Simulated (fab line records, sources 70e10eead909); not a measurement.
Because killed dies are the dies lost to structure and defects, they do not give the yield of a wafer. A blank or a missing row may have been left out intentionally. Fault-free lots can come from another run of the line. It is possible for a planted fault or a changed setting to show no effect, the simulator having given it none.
Which tool was responsible? | flow nand harc | at 1 step of a route of 1159, 14 lots with 42 wafers sampled

## WHAT THE GAUGES READ, wafer by wafer
NHARC_P_BONDPAD_OVL_MEAS_38.
lot  | measured     | on         | overlay x nm (nm) | overlay y nm (nm)
L712 | day 6 11:10  | overlay-01 | -1 -1 -1          | -1 -1 -1
L714 | day 6 14:36  | overlay-01 | -6 -6 -6          | -5 -5 -5
L713 | day 7 00:08  | overlay-01 | 6 6 6             | -4 -5 -5
L716 | day 7 03:45  | overlay-02 | 5 6 5             | 2 1 2
L715 | day 7 08:43  | overlay-02 | 5 5 6             | 0 0 0
L718 | day 7 19:22  | overlay-01 | 3 3 2             | -7 -6 -7
L719 | day 8 07:00  | overlay-02 | -4 -4 -4          | -2 -2 -2
L720 | day 8 11:55  | overlay-02 | 3 3 3             | -5 -5 -5
L722 | day 8 18:43  | overlay-02 | 1 1 1             | -6 -5 -6
L727 | day 9 13:58  | overlay-01 | 0 1 1             | -7 -6 -8
L725 | day 9 14:43  | overlay-01 | 8 8 8             | -6 -6 -6
L723 | day 9 15:53  | overlay-02 | -2 -3 -2          | -4 -4 -3
L726 | day 10 10:55 | overlay-01 | -1 -1 -1          | -6 -6 -6
L728 | day 10 15:23 | overlay-02 | -9 -9 -8          | 2 1 1

## WHICH TOOL RAN EACH LOT (tool, then ch and the chambers of the sampled wafers, then the start)
Before these readings, the record contains no process step.

## WHAT THE TOOLS THEMSELVES READ (means of the sampled wafers that have a number; where no wafer has one, the mark that the record gives instead)
The record holds no such reading with a usual standard deviation.

## THE ANSWER, worked out from the rows above alone
Rule: the lots themselves supply what counts as usual. Put in order of their means at a reading, lots are off if they are a third of the lots or fewer, leave a main group of 4 or more, and stand apart from it by a gap of 3 or more times the standard deviation of the main group's means; of several such gaps the widest counts. Not used: any main group whose means are identical at the precision the tables above print for the reading. Also off: a lot with no number at a reading for which 4 or more lots have one. Where the step has rows for the other lots, those lots are counted as sound. After the gauges, taken in route order, come the tools' own readings; for these a lot's mean is taken, as printed above. At the first step where some lot is off, the reading lying furthest off is the one used; lots without a number count as furthest.
Nothing can be told from this: no lot is off at any reading shown.

## WHAT WAS PUT IN BY THE SIMULATOR
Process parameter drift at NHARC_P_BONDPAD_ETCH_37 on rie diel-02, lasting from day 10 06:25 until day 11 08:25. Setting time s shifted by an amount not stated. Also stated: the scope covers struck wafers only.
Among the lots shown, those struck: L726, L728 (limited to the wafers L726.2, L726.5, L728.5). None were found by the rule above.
